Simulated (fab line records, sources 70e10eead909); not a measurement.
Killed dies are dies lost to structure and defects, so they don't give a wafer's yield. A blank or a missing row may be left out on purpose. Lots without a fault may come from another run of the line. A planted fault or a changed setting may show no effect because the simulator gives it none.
Tool commonality check | flow nand_harc | 13 lots, 42 wafers sampled

WHY IT WAS OPENED
At NHARC_P_ZERO_WELL_CD_MEAS_52 the reading cd_nm is flagged on 1 of 13 lots. Wafers without a fault read 1999.6 nm, standard deviation 1.3.
Rule: a lot is flagged when every wafer of it that has a number lies more than 4 standard deviations from that mean, or none has a number. The other lots count as sound.

lot  | measured     | on        | cd_nm (nm), wafer by wafer                | flag
L241 | day 2 02:00  | cd_sem-02 | 1997.4 1998.8 2000.1                      |
L242 | day 2 12:01  | cd_sem-01 | 2000.5 2001.6 2002.7                      |
L245 | day 3 17:30  | cd_sem-03 | 2000.7 2000.5 1999.4                      |
L246 | day 4 03:37  | cd_sem-03 | 2000.7 1999.2 2000.1                      |
L247 | day 4 13:47  | cd_sem-03 | 2001.3 2000.7 2001.4                      |
L248 | day 4 23:45  | cd_sem-03 | 1999.3 2000.6 1999.9                      |
L251 | day 6 05:50  | cd_sem-02 | 1997.6 1997.6 1998.5                      |
L252 | day 6 15:38  | cd_sem-03 | 1997.9 1998.6 1997.1                      |
L255 | day 7 22:11  | cd_sem-03 | 1897.0 1894.7 1897.5 1896.4 1894.6 1897.1 | FLAGGED
L256 | day 8 07:47  | cd_sem-03 | 1999.8 1997.7 1997.1                      |
L257 | day 8 17:57  | cd_sem-01 | 2001.1 2000.6 2000.2                      |
L258 | day 9 03:41  | cd_sem-01 | 2000.6 1999.8 2001.2                      |
L264 | day 11 15:36 | cd_sem-03 | 2000.0 2001.2 2000.0                      |
The numbers of the flagged lots are 1896.2 nm on average: -103.4 nm against the usual, or -80 standard deviations.

WHICH TOOL RAN EACH LOT
The record holds 2 process steps before the reading, out of a route of 1302 steps. In each cell: the tool, then ch and the chambers that the sampled wafers went through, then the start.
lot  | flag    | NHARC_P_ZERO_WELL_DESCUM_39       | NHARC_P_ZERO_WELL_EXPOSE_49
L241 |         | rie_diel-07 ch 0,1,2, day 2 00:32 | krf_scanner-03 ch 0, day 2 01:51
L242 |         | rie_diel-07 ch 0,1,2, day 2 10:32 | krf_scanner-02 ch 0, day 2 11:52
L245 |         | rie_diel-08 ch 0,1,2, day 3 16:08 | krf_scanner-01 ch 0, day 3 17:20
L246 |         | rie_diel-04 ch 2,3, day 4 02:16   | krf_scanner-01 ch 0, day 4 03:28
L247 |         | rie_diel-04 ch 1,2,3, day 4 12:19 | krf_scanner-03 ch 0, day 4 13:38
L248 |         | rie_diel-08 ch 1,2,3, day 4 22:17 | krf_scanner-01 ch 0, day 4 23:36
L251 |         | rie_diel-04 ch 0,1,3, day 6 04:20 | krf_scanner-02 ch 0, day 6 05:40
L252 |         | rie_diel-07 ch 0,2,3, day 6 14:19 | krf_scanner-02 ch 0, day 6 15:29
L255 | FLAGGED | rie_diel-08 ch 0,2,3, day 7 20:48 | krf_scanner-03 ch 0, day 7 22:01
L256 |         | rie_diel-08 ch 2,3, day 8 06:19   | krf_scanner-02 ch 0, day 8 07:38
L257 |         | rie_diel-08 ch 0,1,3, day 8 16:30 | krf_scanner-03 ch 0, day 8 17:48
L258 |         | rie_diel-07 ch 0,1, day 9 02:20   | krf_scanner-03 ch 0, day 9 03:32
L264 |         | rie_diel-08 ch 1,2, day 11 14:16  | krf_scanner-01 ch 0, day 11 15:26
What these steps do:
- NHARC_P_ZERO_WELL_DESCUM_39: chemistry O2, time 3 s.
- NHARC_P_ZERO_WELL_EXPOSE_49: exposes mask P HVPW, target cd 2000 nm.
- NHARC_P_ZERO_WELL_CD_MEAS_52: target cd 2000 nm.

FLAGGED OVER TOTAL, TOOL BY TOOL (the gauges that took the reading come last)
step                         | tool           | lots run | flagged | share of the flagged lots | sound lots run after its first flagged lot
NHARC_P_ZERO_WELL_DESCUM_39  | rie_diel-04    | 3        | 0       | none                      | -
NHARC_P_ZERO_WELL_DESCUM_39  | rie_diel-07    | 4        | 0       | none                      | -
NHARC_P_ZERO_WELL_DESCUM_39  | rie_diel-08    | 6        | 1       | all                       | 3 (L256,L257,L264)
NHARC_P_ZERO_WELL_EXPOSE_49  | krf_scanner-01 | 4        | 0       | none                      | -
NHARC_P_ZERO_WELL_EXPOSE_49  | krf_scanner-02 | 4        | 0       | none                      | -
NHARC_P_ZERO_WELL_EXPOSE_49  | krf_scanner-03 | 5        | 1       | all                       | 2 (L257,L258)
NHARC_P_ZERO_WELL_CD_MEAS_52 | cd_sem-01      | 3        | 0       | none                      | -
NHARC_P_ZERO_WELL_CD_MEAS_52 | cd_sem-02      | 2        | 0       | none                      | -
NHARC_P_ZERO_WELL_CD_MEAS_52 | cd_sem-03      | 8        | 1       | all                       | 2 (L256,L264)

WHAT THE TABLE ALLOWS
3 rows of the table ran every flagged lot: rie_diel-08 at NHARC_P_ZERO_WELL_DESCUM_39, krf_scanner-03 at NHARC_P_ZERO_WELL_EXPOSE_49, cd_sem-03 at NHARC_P_ZERO_WELL_CD_MEAS_52.
- rie_diel-08 at NHARC_P_ZERO_WELL_DESCUM_39: 1 of its 6 lots flagged. Sound lots ran on it after the first flagged one (L256, L257, L264), which a lasting fault on the whole tool wouldn't allow.
- krf_scanner-03 at NHARC_P_ZERO_WELL_EXPOSE_49: 1 of its 5 lots flagged. Sound lots ran on it after the first flagged one (L257, L258), which a lasting fault on the whole tool wouldn't allow.
- cd_sem-03 at NHARC_P_ZERO_WELL_CD_MEAS_52: 1 of its 8 lots flagged. Sound lots ran on it after the first flagged one (L256, L264), which a lasting fault on the whole tool wouldn't allow.
No row of the table ran every flagged lot and no sound lot after the first.

WHAT THE SIMULATOR HAD PUT IN
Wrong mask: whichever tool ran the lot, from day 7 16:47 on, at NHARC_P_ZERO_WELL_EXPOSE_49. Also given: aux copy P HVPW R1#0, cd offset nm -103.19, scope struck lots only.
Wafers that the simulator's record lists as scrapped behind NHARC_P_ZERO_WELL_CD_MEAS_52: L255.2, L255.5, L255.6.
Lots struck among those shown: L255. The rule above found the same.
